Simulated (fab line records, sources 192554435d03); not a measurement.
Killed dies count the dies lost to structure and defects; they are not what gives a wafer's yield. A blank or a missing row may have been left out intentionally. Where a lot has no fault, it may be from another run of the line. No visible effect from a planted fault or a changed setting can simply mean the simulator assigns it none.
Matching of chambers    flow n5Finfet    4 sister chambers for N5_MIM_BOT_ETCH_ETCH_04 on rieDiel-01
The step etches SiNx in CF4/O2, target depth 26 nm, time 13 s. 4 wafers are shown with their chamber, then 8 later ones without.

EACH WAFER AND ITS CHAMBER
wafer   chamber  drypumpMotorCurrentA (A)
L085.2  1        5.1
L085.5  2        6.5
L088.5  3        5.2
L090.1  0        4.9

WAFERS WITHOUT THEIR CHAMBER
wafer   drypumpMotorCurrentA (A)
L090.3  5.1
L090.5  5.2
L091.3  4.9
L091.5  5.0
L091.6  6.4
L096.1  4.9
L096.2  5.1
L096.5  5.0

THE CHAMBER EACH PASSED THROUGH
wafer   from the rows above           in truth
L090.3  can't be placed: 1 or 3       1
L090.5  can't be placed: 3 or 1       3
L091.3  0                             0
L091.5  can't be placed: 0 or 1 or 3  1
L091.6  2                             2
L096.1  0                             0
L096.2  can't be placed: 1 or 3       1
L096.5  can't be placed: 0 or 1 or 3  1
3 of 8 placed correctly. Can't be placed from these rows: 5 (the true chamber is among the candidates in 5). Placed wrongly: 0.
How it was worked out, from the rows above alone: a wafer's distance from a chamber is the root of the sum, over the readings, of the square of ((its reading less the chamber's mean) divided by the reading's scatter). If the next closest chamber is less than 2 further off than the closest, the wafer can't be placed; otherwise it belongs to the closest. The mean given for a chamber averages the wafers shown for that chamber. The scatter (one wafer shown for each chamber): square how far every hidden wafer sits from the nearest shown wafer, average those squares and take the square root.
